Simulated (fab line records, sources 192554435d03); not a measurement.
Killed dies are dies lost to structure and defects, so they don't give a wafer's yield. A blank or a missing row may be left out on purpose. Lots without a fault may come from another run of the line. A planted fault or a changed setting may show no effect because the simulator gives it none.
fab line records | flow n5_finfet | part 1 of 2: steps 1 to 23 of 33
record lots=5 wafers=15 last_day=17
route steps=1938 shown BEOL_M6@1247 BEOL_M7@1263
lots that met no fault: from a run of the same line without faults
start_h: hours from the record's first day to the start of the lot's first wafer shown | wait_h: hours since the lot's step before | " the same as in the row above | L1.1+2: a row that stands for several wafers | - no value, or no start given | * or withheld: withheld | < > ~ a bound
route shown NAME@n: a module of which the file shows steps, and the number in the route of the first | usual: mean/standard deviation of fault-free wafers | same: alike in all rows | chamber/n: place in a boat | sites: the reading at each site | _std_site: their standard deviation | _edge_site: outer sites' mean less inner sites' | radius_mm: how far each site lies from the wafer's centre | mask NAME#n: copy n | behind: the tool/chamber that last shaped the wafer | hold: why the lot was held/for how many hours/how that ended | device: the transistor (n, p or np) that didn't switch | end of line: the same wafers' tests at the end of the route | a step without rows: its recipe alone | killed: dies lost to structure and defects at the first sort, not the wafer's yield | map: a wafer's dies, x killed, . not, _ none there
set.NAME: the setting as run; set.NAME@STEP: as run at that earlier step | model.NAME: the simulator's own value behind a step, which no gauge read
lots at some steps of the route; a table a step, a row a wafer
services: from which hour (start_h, from the record's first day; less than 0 if before it) a tool's chamber was out of use, for how many hours, and why
## steps
# step N5_BEOL_M6_CD_MEAS_35
# recipe target_cd_nm=40 target_cd_y_nm=28 polarity=opening
# usual cd_nm=39.9/0.64
# columns lot.wafer tool chamber start_h wait_h cd_nm
L080.1 cd_sem-02 - 219.32 0.0 39.8
L080.4 " - " " 39.7
L080.5 " - " " 40.5
L082.2 cd_sem-02 - 219.82 0.0 40.6
L082.3 " - " " 40.9
L082.6 " - " " 40.1
L081.1 cd_sem-02 - 222.24 0.0 40.1
L081.5 " - " " 40.7
L081.6 " - " " 39.8
L090.2 cd_sem-02 - 281.31 0.0 39.9
L090.3 " - " " 40.7
L090.6 " - " " 40.4
L095.2 cd_sem-01 - 310.46 0.0 39.8
L095.3 " - " " 40.1
L095.5 " - " " 38.6
# step N5_BEOL_M6_CURE_75
# recipe temp_c=370 time_s=120 ambient=DMADMS/He material=SiCOH_lowk
# usual lamp_power_pct=52.31/0.051 wafer_temp_C_max=371.8/0.56
# columns lot.wafer tool chamber start_h wait_h lamp_power_pct wafer_temp_C_max
L080.1 uv_cure-02 2 219.36 0.0 52.37 372.6
L080.4 " 2 " " 52.38 372.4
L080.5 " 2 " " 52.31 372.1
L082.2 uv_cure-03 2 219.91 0.1 52.25 372.7
L082.3 " 2 " " 52.44 371.6
L082.6 " 2 " " 52.31 372.8
L081.1 uv_cure-03 1 222.28 0.0 52.27 371.4
L081.5 " 1 " " 52.25 371.0
L081.6 " 1 " " 52.42 371.5
L090.2 uv_cure-01 0 281.40 0.1 52.34 372.8
L090.3 " 0 " " 52.33 372.8
L090.6 " 0 " " 52.29 372.2
L095.2 uv_cure-01 1 310.55 0.1 52.34 372.3
L095.3 " 1 " " 52.27 372.9
L095.5 " 1 " " 52.26 372.6
# step N5_BEOL_M6_DEGAS_44
# recipe ambient=vacuum temp_c=250 time_s=60
# usual heater_power_w=329/25
# columns lot.wafer tool chamber start_h wait_h heater_power_w
L080.1 pvd_sputter-01 - 219.70 0.3 304
L080.4 " - " " 368
L080.5 " - " " 363
L082.2 pvd_sputter-02 - 220.28 0.3 345
L082.3 " - " " 361
L082.6 " - " " 315
L081.1 pvd_sputter-02 - 222.84 0.5 347
L081.5 " - " " 321
L081.6 " - " " 372
L090.2 pvd_sputter-01 - 282.29 0.8 341
L090.3 " - " " 358
L090.6 " - " " 340
L095.2 pvd_sputter-01 - 311.41 0.8 361
L095.3 " - " " 297
L095.5 " - " " 311
# step N5_BEOL_M6_PRE_CLEAN_45
# recipe gas=H2/He time_s=30 temp_c=250
# usual heater_power_w=328/24
# columns lot.wafer tool chamber start_h wait_h heater_power_w
L080.1 pvd_sputter-01 - 219.74 0.0 300
L080.4 " - " " 367
L080.5 " - " " 359
L082.2 pvd_sputter-02 - 220.32 0.0 352
L082.3 " - " " 352
L082.6 " - " " 321
L081.1 pvd_sputter-02 - 222.88 0.0 361
L081.5 " - " " 315
L081.6 " - " " 355
L090.2 pvd_sputter-01 - 282.33 0.0 336
L090.3 " - " " 364
L090.6 " - " " 344
L095.2 pvd_sputter-01 - 311.45 0.0 356
L095.3 " - " " 302
L095.5 " - " " 314
# step N5_BEOL_M6_ALD_77
# recipe material=TaN target_thk_a=20 temp_c=275 ald_precursor_family=PDMAT ald_co_reactant=NH3 pressure_torr=3 carrier_flow_sccm=1500 pulse_time_s=2 purge_time_s=3 co_reactant_purge_time_s=2 co_reactant_pulse_time_s=3 ald_cycles=40 precursor_vessel_temp_c=75 precursor_vessel_pressure_torr=26.25 precursor_vessel_carrier_sccm=1000
# usual heater_power_outer_w=241/22 heater_power_w=434/41
# same purge_time_s=3
# columns lot.wafer tool chamber start_h wait_h heater_power_outer_w heater_power_w
L080.1 ald_metal-02 1 219.80 0.0 226 384
L080.4 " 3 " " 243 437
L080.5 " 0 " " 234 442
L082.2 ald_metal-02 1 220.38 0.0 227 389
L082.3 " 2 " " 247 437
L082.6 " 0 " " 226 450
L081.1 ald_metal-04 2 222.94 0.0 242 462
L081.5 " 0 " " 283 510
L081.6 " 1 " " 263 480
L090.2 ald_metal-01 1 282.39 0.0 256 463
L090.3 " 3 " " 263 486
L090.6 " 2 " " 218 373
L095.2 ald_metal-02 2 311.51 0.0 242 445
L095.3 " 3 " " 245 432
L095.5 " 2 " " 251 443
# step N5_BEOL_M6_SURFACE_TREAT_79
# recipe gas=Ar time_s=* ion_energy_ev=* ion_current_ma_cm2=0.5 pressure_mtorr=* ar_flow_sccm=30
# usual throttle_valve_pct=*
# columns lot.wafer tool chamber start_h wait_h throttle_valve_pct
L080.1 pvd_sputter-01 - 220.09 0.2 *
L080.4 " - " " *
L080.5 " - " " *
L082.2 pvd_sputter-02 - 220.72 0.2 *
L082.3 " - " " *
L082.6 " - " " *
L081.1 pvd_sputter-01 - 223.23 0.2 *
L081.5 " - " " *
L081.6 " - " " *
L090.2 pvd_sputter-03 - 282.68 0.2 *
L090.3 " - " " *
L090.6 " - " " *
L095.2 pvd_sputter-02 - 311.79 0.2 *
L095.3 " - " " *
L095.5 " - " " *
# step N5_BEOL_M6_CVD_78
# recipe material=Co target_thk_a=20 temp_c=withheld precursor=CCTBA/H2 pressure_torr=30 time_s=142.3
# columns lot.wafer tool chamber start_h wait_h
L080.1+4+5 cvd_co-02 2,0,1 220.20 0.1
L082.2+3+6 cvd_co-01 2,0,0 220.82 0.1
L081.1+5+6 cvd_co-02 1,0,1 223.29 0.0
L090.2+3+6 cvd_co-02 1,2,1 282.74 0.0
L095.2+3+5 cvd_co-01 0,1,0 311.86 0.1
# step N5_BEOL_M6_SPUTTER_48
# recipe material=Cu target_thk_a=100 temp_c=-20 bias_v=60 power_w=26000 chamber_pressure_pa=0.13 time_s=1.667
# usual bias_v=59.9/0.61 throttle_valve_pct=29.7/0.94
# columns lot.wafer tool chamber start_h wait_h bias_v throttle_valve_pct
L080.1 pvd_sputter-02 - 220.36 0.1 59.8 30.4
L080.4 " - " " 59.6 29.7
L080.5 " - " " 59.1 29.8
L082.2 pvd_sputter-01 - 222.09 1.2 58.8 28.1
L082.3 " - " " 59.6 29.5
L082.6 " - " " 60.1 29.5
L081.1 pvd_sputter-02 - 223.42 0.1 60.2 30.4
L081.5 " - " " 60.4 29.5
L081.6 " - " " 59.0 30.3
L090.2 pvd_sputter-02 - 283.15 0.4 60.4 29.7
L090.3 " - " " 60.2 31.1
L090.6 " - " " 61.2 29.2
L095.2 pvd_sputter-03 - 311.98 0.1 60.7 28.9
L095.3 " - " " 58.6 31.5
L095.5 " - " " 59.8 29.2
# step N5_BEOL_M6_ECD_50
# recipe material=Cu target_thk_a=3000
# columns lot.wafer tool chamber start_h wait_h
L080.1+4+5 ecd_cu-01 0,1,1 220.48 0.1
L082.2+3+6 ecd_cu-02 1 222.20 0.1
L081.1+5+6 ecd_cu-01 1,0,1 223.54 0.1
L090.2+3+6 ecd_cu-01 1,1,0 283.38 0.2
L095.2+3+5 ecd_cu-01 1,0,1 312.09 0.1
# step N5_BEOL_M6_ANNEAL_51
# recipe temp_c=225 time_s=90 ambient=N2
# usual wafer_temp_C_max=226.15/0.29
# columns lot.wafer tool chamber start_h wait_h wafer_temp_C_max
L080.1 rtp_anneal-02 0 220.60 0.1 226.51
L080.4 " 0 " " 226.21
L080.5 " 0 " " 226.64
L082.2 rtp_anneal-02 0 222.34 0.1 226.01
L082.3 " 0 " " 226.16
L082.6 " 0 " " 225.89
L081.1 rtp_anneal-01 0 223.72 0.2 226.21
L081.5 " 0 " " 225.77
L081.6 " 0 " " 226.20
L090.2 rtp_anneal-01 0 283.98 0.6 225.60
L090.3 " 0 " " 225.96
L090.6 " 0 " " 225.83
L095.2 rtp_anneal-02 0 312.32 0.2 226.11
L095.3 " 0 " " 226.53
L095.5 " 0 " " 226.21
# step N5_BEOL_M6_CMP_52
# recipe stop_on=SiCOH_lowk t_overpolish_s=6.9 down_force_psi=1 platen_rpm=50 clearing_platen_down_force_psi=1.5 clearing_platen_rpm=50 post_cmp_clean=cu_alkaline target_thk_nm=80 clearing_platen_pad_velocity_m_s=0.99484 pad_velocity_m_s=0.99484
# usual barrier_field_endpoint_s=29.0/0.81 clearing_platen_rpm=49.999/0.027 motor_current_A=6.3/0.64 overpolish_run_s=6.899/0.0095 slurry_filter_dp_kPa=13.51/0.14 time_to_endpoint_s=62/3.8
# same t_overpolish_s=6.9
# columns lot.wafer tool chamber start_h wait_h barrier_field_endpoint_s clearing_platen_rpm motor_current_A overpolish_run_s slurry_filter_dp_kPa time_to_endpoint_s
L080.1 cmp-01 0 220.99 0.3 29.0 50.010 5.4 6.902 13.37 61
L080.4 " 1 " " 29.1 50.036 5.0 6.908 13.62 61
L080.5 " 2 " " 29.4 50.029 5.9 6.915 13.40 62
L082.2 cmp-02 0 222.59 0.2 28.3 49.975 6.7 6.907 13.41 57
L082.3 " 1 " " 28.5 50.007 6.3 6.906 13.38 57
L082.6 " 1 " " 28.6 50.000 6.4 6.907 13.83 58
L081.1 cmp-04 1 224.03 0.3 27.9 50.032 7.5 6.886 13.42 59
L081.5 " 1 " " 27.9 50.011 7.6 6.895 13.46 58
L081.6 " 2 " " 29.8 49.995 7.2 6.900 13.61 63
L090.2 cmp-04 0 284.25 0.2 29.4 50.033 6.3 6.899 13.77 67
L090.3 " 2 " " 30.0 50.033 7.3 6.897 13.61 70
L090.6 " 0 " " 29.6 49.986 6.2 6.897 13.56 67
L095.3 cmp-02 3 312.58 0.2 30.2 50.018 6.6 6.899 13.37 65
L095.2 " 0 " " 29.2 50.037 7.0 6.907 13.62 61
L095.5 " 0 " " 29.2 50.037 7.0 6.889 13.42 61
# step N5_BEOL_M6_THK_MEAS_53
# recipe thk_meas_gauge=xrf reads=Cu_of_BEOL_M6_ECD_50
# usual M6_THK=78.6/2.3
# columns lot.wafer tool chamber start_h wait_h M6_THK[nm]
L080.1 film_metro-01 - 221.20 - 80.6
L080.4 " - " " 83.2
L080.5 " - " " 79.2
L082.2 film_metro-01 - 222.89 - 75.9
L082.3 " - " " 80.2
L082.6 " - " " 75.4
L081.1 film_metro-01 - 224.33 - 80.4
L081.5 " - " " 79.1
L081.6 " - " " 83.1
L090.2 film_metro-02 - 284.54 - 82.3
L090.3 " - " " 78.9
L090.6 " - " " 82.6
L095.2 film_metro-02 - 312.87 - 76.8
L095.3 " - " " 76.6
L095.5 " - " " 78.4
# step N5_BEOL_M6_PRE_CLEAN_55
# recipe gas=NH3 time_s=15 temp_c=withheld rf_power_w=300
# columns lot.wafer tool chamber start_h wait_h
L080.1+4+5 pecvd-01 1,1,2 221.24 0.0
L082.2+3+6 pecvd-01 2,0,1 222.92 0.0
L081.1+5+6 pecvd-01 0,2,1 224.37 0.0
L090.2+3+6 pecvd-02 0,2,1 284.58 0.0
L095.2+3+5 pecvd-03 2,0,2 312.91 0.0
# step N5_BEOL_M6_DEP_56
# recipe material=SiCN target_thk_a=100 temp_c=withheld precursor=3MS/NH3 pressure_torr=3 rf_w=202 time_s=17.5
# usual showerhead_plenum_p_Torr=3.658/0.0092 throttle_valve_pct=8.9/0.36
# columns lot.wafer tool chamber start_h wait_h showerhead_plenum_p_Torr throttle_valve_pct
L080.1 pecvd-01 1 221.27 0.0 3.648 9.5
L080.4 " 1 " " 3.650 9.7
L080.5 " 2 " " 3.664 9.1
L082.2 pecvd-01 2 222.95 0.0 3.656 8.9
L082.3 " 0 " " 3.658 9.0
L082.6 " 1 " " 3.649 9.7
L081.1 pecvd-01 0 224.39 0.0 3.658 9.1
L081.5 " 2 " " 3.671 8.8
L081.6 " 1 " " 3.648 9.2
L090.2 pecvd-02 0 284.61 0.0 3.661 8.6
L090.3 " 2 " " 3.663 8.7
L090.6 " 1 " " 3.661 9.3
L095.2 pecvd-03 2 312.93 0.0 3.631 8.6
L095.3 " 0 " " 3.659 9.1
L095.5 " 2 " " 3.640 8.2
# step N5_BEOL_M6_RS_MEAS_57
# recipe thk_meas_gauge=four-point-probe reads=Cu_of_BEOL_M6_ECD_50+Co_of_BEOL_M6_CVD_78+TaN_of_BEOL_M6_ALD_77
# usual M6_RS=0.291/0.01
# columns lot.wafer tool chamber start_h wait_h M6_RS[ohm/sq]
L080.1 film_metro-01 - 221.34 0.1 0.283
L080.4 " - " " 0.273
L080.5 " - " " 0.289
L082.2 film_metro-01 - 223.02 0.1 0.302
L082.3 " - " " 0.284
L082.6 " - " " 0.307
L081.1 film_metro-01 - 224.46 0.1 0.283
L081.5 " - " " 0.289
L081.6 " - " " 0.271
L090.2 film_metro-01 - 284.68 0.1 0.278
L090.3 " - " " 0.292
L090.6 " - " " 0.277
L095.2 film_metro-01 - 313.00 0.1 0.296
L095.3 " - " " 0.299
L095.5 " - " " 0.292
# step N5_BEOL_M6_INSPECT_58
# recipe inspect_instrument=darkfield mode=post_dep
# usual raw_defect_count=77/26
# columns lot.wafer tool chamber start_h wait_h raw_defect_count
L080.1 defect_inspect-01 - 221.36 0.0 56
L080.4 " - " " 63
L080.5 " - " " 42
L082.2 defect_inspect-02 - 223.05 0.0 69
L082.3 " - " " 51
L082.6 " - " " 63
L081.1 defect_inspect-02 - 224.49 0.0 60
L081.5 " - " " 74
L081.6 " - " " 57
L090.2 defect_inspect-01 - 284.70 0.0 108
L090.3 " - " " 88
L090.6 " - " " 108
L095.2 defect_inspect-02 - 313.03 0.0 66
L095.3 " - " " 32
L095.5 " - " " 45
# step N5_BEOL_M7_ILD_DEP_00
# recipe material=SiCOH_lowk target_thk_a=1797.5 temp_c=300 precursor=DEMS/porogen pressure_torr=5 rf_w=500 time_s=33.4
# usual heater_power_outer_w=155/36 heater_power_w=310/46 showerhead_plenum_p_Torr=5.737/0.016 throttle_valve_pct=13.6/0.43
# columns lot.wafer tool chamber start_h wait_h heater_power_outer_w heater_power_w showerhead_plenum_p_Torr throttle_valve_pct
L080.1 pecvd-04 1 221.40 0.0 155 277 5.766 13.6
L080.4 " 1 " " 160 288 5.760 13.4
L080.5 " 1 " " 164 289 5.759 13.2
L082.2 pecvd-02 0 223.10 0.1 166 343 5.739 13.3
L082.3 " 0 " " 168 349 5.751 13.4
L082.6 " 0 " " 176 368 5.749 13.0
L081.1 pecvd-04 1 224.52 0.0 175 317 5.789 13.6
L081.5 " 0 " " 114 266 5.720 13.9
L081.6 " 2 " " 217 384 5.745 13.0
L090.2 pecvd-01 1 284.74 0.0 175 344 5.713 14.3
L090.3 " 2 " " 137 280 5.740 13.6
L090.6 " 1 " " 176 370 5.722 14.6
L095.2 pecvd-04 0 313.06 0.0 122 279 5.723 14.0
L095.3 " 2 " " 193 348 5.750 13.4
L095.5 " 2 " " 197 352 5.744 13.4
# step N5_BEOL_M7_CURE_74
# recipe temp_c=385 time_s=240 ambient=He/Ar material=SiCOH_lowk
# usual lamp_power_pct=52.31/0.057 wafer_temp_C_max=386.7/0.52
# columns lot.wafer tool chamber start_h wait_h lamp_power_pct wafer_temp_C_max
L080.1 uv_cure-02 1 221.48 0.1 52.32 386.2
L080.4 " 1 " " 52.38 386.3
L080.5 " 1 " " 52.32 386.4
L082.2 uv_cure-03 2 223.31 0.2 52.30 387.3
L082.3 " 2 " " 52.30 386.5
L082.6 " 2 " " 52.17 387.5
L081.1 uv_cure-03 1 225.04 0.5 52.33 386.7
L081.5 " 1 " " 52.33 386.5
L081.6 " 1 " " 52.28 386.6
L090.2 uv_cure-01 1 284.90 0.1 52.30 386.9
L090.3 " 1 " " 52.29 387.1
L090.6 " 1 " " 52.25 386.5
L095.2 uv_cure-01 2 313.23 0.1 52.14 386.4
L095.3 " 2 " " 52.36 385.9
L095.5 " 2 " " 52.26 386.4
# step N5_BEOL_M7_THK_MEAS_01
# recipe reads=SiCOH_lowk_of_BEOL_M7_ILD_DEP_00
# usual M7_ILD_THK=155.0/1.9
# columns lot.wafer tool chamber start_h wait_h M7_ILD_THK[nm]
L080.1 film_metro-01 - 222.00 0.4 154.0
L080.4 " - " " 154.5
L080.5 " - " " 153.6
L082.2 film_metro-01 - 223.76 0.4 154.8
L082.3 " - " " 156.3
L082.6 " - " " 155.2
L081.1 film_metro-01 - 225.55 0.4 151.4
L081.5 " - " " 156.4
L081.6 " - " " 153.7
L090.2 film_metro-01 - 285.35 0.4 152.8
L090.3 " - " " 157.0
L090.6 " - " " 157.3
L095.2 film_metro-02 - 313.66 0.4 153.4
L095.3 " - " " 154.8
L095.5 " - " " 155.0
# step N5_BEOL_M7_PECVD_70
# recipe material=SiO2 target_thk_a=200 temp_c=400 precursor=TEOS/O2 pressure_torr=5.5 rf_w=450 teos_flow_sccm=53.8 gas=O2 flow_sccm=3000 time_s=22.7
# usual heater_power_outer_w=432/69 heater_power_w=710/87 showerhead_plenum_p_Torr=8.77/0.043 throttle_valve_pct=22.1/0.71
# columns lot.wafer tool chamber start_h wait_h heater_power_outer_w heater_power_w showerhead_plenum_p_Torr throttle_valve_pct
L080.1 pecvd-01 2 222.03 0.0 476 708 8.79 21.7
L080.4 " 0 " " 350 628 8.74 22.2
L080.5 " 1 " " 473 786 8.70 23.2
L082.2 pecvd-01 0 223.80 0.0 330 576 8.73 22.0
L082.3 " 2 " " 423 669 8.80 21.6
L082.6 " 1 " " 518 860 8.71 23.2
L081.1 pecvd-02 0 225.60 0.0 488 792 8.81 21.1
L081.5 " 0 " " 475 783 8.79 21.1
L081.6 " 0 " " 484 788 8.81 21.3
L090.2 pecvd-04 0 285.39 0.0 374 657 8.70 22.5
L090.3 " 2 " " 479 737 8.80 21.5
L090.6 " 1 " " 426 639 8.89 22.1
L095.2 pecvd-02 2 313.70 0.0 439 774 8.75 21.7
L095.3 " 0 " " 444 779 8.80 21.8
L095.5 " 0 " " 445 766 8.80 21.6
# step N5_BEOL_M7_HM_DEP_02
# recipe material=TiN target_thk_a=200 temp_c=25 chamber_pressure_pa=0.49996
# usual throttle_valve_pct=29.7/0.97
# columns lot.wafer tool chamber start_h wait_h throttle_valve_pct
L080.1 pvd_sputter-01 - 222.81 0.8 29.5
L080.4 " - " " 28.0
L080.5 " - " " 29.6
L082.2 pvd_sputter-01 - 223.86 0.0 29.3
L082.3 " - " " 29.9
L082.6 " - " " 30.1
L081.1 pvd_sputter-02 - 225.88 0.3 29.1
L081.5 " - " " 31.0
L081.6 " - " " 29.3
L090.2 pvd_sputter-02 - 286.05 0.6 29.7
L090.3 " - " " 30.2
L090.6 " - " " 29.2
L095.2 pvd_sputter-03 - 314.61 0.9 28.7
L095.3 " - " " 29.3
L095.5 " - " " 29.1
# step N5_BEOL_M7_COAT_59
# recipe resist=SOC temp_c=250 time_s=60 spin_rpm=1500 resist_thk_nm=100
# usual dispense_pressure_kPa=53.2/2 plate_temp_C=250.02/0.18
# columns lot.wafer tool chamber start_h wait_h dispense_pressure_kPa plate_temp_C
L080.1 litho_track-03 0 222.93 0.1 54.4 249.98
L080.4 " 0 " " 54.3 250.05
L080.5 " 0 " " 54.3 250.05
L082.2 litho_track-05 0 223.98 0.1 50.8 250.16
L082.3 " 0 " " 50.8 250.12
L082.6 " 0 " " 50.8 250.20
L081.1 litho_track-02 0 226.01 0.1 55.2 250.08
L081.5 " 0 " " 55.1 250.45
L081.6 " 0 " " 55.1 250.19
L090.2 litho_track-03 0 286.18 0.1 54.2 249.96
L090.3 " 0 " " 54.2 250.01
L090.6 " 0 " " 54.2 249.78
L095.2 litho_track-03 0 314.74 0.1 54.2 250.26
L095.3 " 0 " " 54.2 250.12
L095.5 " 0 " " 54.2 250.16
# step N5_BEOL_M7_COAT_60
# recipe resist=SiARC temp_c=220 time_s=60 spin_rpm=1500 resist_thk_nm=35
# usual dispense_pressure_kPa=53.1/2 plate_temp_C=220.01/0.16
# columns lot.wafer tool chamber start_h wait_h dispense_pressure_kPa plate_temp_C
L080.1 litho_track-03 0 - - 54.3 220.12
L080.4 " 0 " " 54.2 220.03
L080.5 " 0 " " 54.2 219.91
L082.2 litho_track-05 0 - - 50.9 219.83
L082.3 " 0 " " 50.9 220.08
L082.6 " 0 " " 50.9 220.04
L081.1 litho_track-02 0 - - 55.1 219.95
L081.5 " 0 " " 55.1 220.09
L081.6 " 0 " " 55.2 220.08
L090.2 litho_track-03 0 - - 54.3 219.84
L090.3 " 0 " " 54.3 220.08
L090.6 " 0 " " 54.3 219.83
L095.2 litho_track-03 0 - - 54.2 219.75
L095.3 " 0 " " 54.2 219.84
L095.5 " 0 " " 54.2 219.52
